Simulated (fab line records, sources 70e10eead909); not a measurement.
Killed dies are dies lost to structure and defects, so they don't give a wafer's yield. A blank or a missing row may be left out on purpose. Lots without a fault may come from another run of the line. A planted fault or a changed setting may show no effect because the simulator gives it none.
Chamber matching | flow nand_harc | NHARC_A_STAIRCASE_DEP_151 on pecvd-01: 3 sister chambers
The step deposits SiO2, target thk 3800 nm. 6 wafers are shown with their chamber, then 9 later ones without.

WAFERS WITH THEIR CHAMBER
wafer  | chamber | heater_power_w (W)
L087.1 | 1       | 691
L087.2 | 2       | 859
L090.1 | 2       | 853
L092.1 | 0       | 838
L092.4 | 1       | 658
L092.5 | 0       | 713

WAFERS WITHOUT THEIR CHAMBER
wafer  | heater_power_w (W)
L095.1 | 855
L095.2 | 709
L095.3 | 818
L096.1 | 854
L096.3 | 815
L096.4 | 713
L097.1 | 833
L097.4 | 657
L097.5 | 707

WHICH CHAMBER EACH WENT THROUGH
wafer  | from the rows above          | in truth
L095.1 | can't be placed: 2 or 0      | 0
L095.2 | can't be placed: 1 or 0      | 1
L095.3 | can't be placed: 2 or 0 or 1 | 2
L096.1 | can't be placed: 2 or 0      | 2
L096.3 | can't be placed: 0 or 2 or 1 | 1
L096.4 | can't be placed: 1 or 0 or 2 | 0
L097.1 | can't be placed: 2 or 0      | 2
L097.4 | can't be placed: 1 or 0      | 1
L097.5 | can't be placed: 1 or 0      | 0
Placed correctly: 0 of 9. Can't be placed from these rows: 9 (the true chamber is among the candidates in 9). Placed wrongly: 0.
How it was worked out, from the rows above alone: a wafer's distance from a chamber is the root of the sum, over the readings, of the square of ((its reading less the chamber's mean) divided by the reading's scatter). The wafer belongs to the nearest chamber; if the next one is less than 2 further off, it can't be placed. A chamber's mean is the mean of its shown wafers. The scatter: the root of (the sum of the squares of (reading less its chamber's mean) over the shown wafers, divided by (wafers less chambers)).
